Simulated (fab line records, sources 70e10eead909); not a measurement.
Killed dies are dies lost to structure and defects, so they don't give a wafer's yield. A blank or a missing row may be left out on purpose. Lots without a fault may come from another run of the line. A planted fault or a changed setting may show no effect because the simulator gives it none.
Chamber matching | flow nand_harc | NHARC_A_CONTACT_DEP_58 on pecvd-04: 3 sister chambers
The step deposits SiON, target thk 60 nm. 3 wafers are shown with their chamber, then 8 later ones without.

WAFERS WITH THEIR CHAMBER
wafer  | chamber | heater_power_w (W)
L086.6 | 1       | 562
L089.6 | 0       | 704
L093.1 | 2       | 721

WAFERS WITHOUT THEIR CHAMBER
wafer  | heater_power_w (W)
L093.3 | 792
L093.4 | 715
L091.1 | 616
L091.3 | 770
L091.4 | 747
L097.1 | 700
L097.2 | 600
L097.4 | 701

WHICH CHAMBER EACH WENT THROUGH
wafer  | from the rows above          | in truth
L093.3 | can't be placed: 2 or 0      | 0
L093.4 | can't be placed: 2 or 0      | 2
L091.1 | can't be placed: 1 or 0 or 2 | 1
L091.3 | can't be placed: 2 or 0      | 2
L091.4 | can't be placed: 2 or 0      | 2
L097.1 | can't be placed: 0 or 2      | 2
L097.2 | can't be placed: 1 or 0      | 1
L097.4 | can't be placed: 0 or 2      | 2
Placed correctly: 0 of 8. Can't be placed from these rows: 8 (the true chamber is among the candidates in 8). Placed wrongly: 0.
How it was worked out, from the rows above alone: a wafer's distance from a chamber is the root of the sum, over the readings, of the square of ((its reading less the chamber's mean) divided by the reading's scatter). The wafer belongs to the nearest chamber; if the next one is less than 2 further off, it can't be placed. A chamber's mean is the mean of its shown wafers. The scatter: with one shown wafer a chamber, the root of the mean of the squares of how far each hidden wafer lies from its nearest shown one.
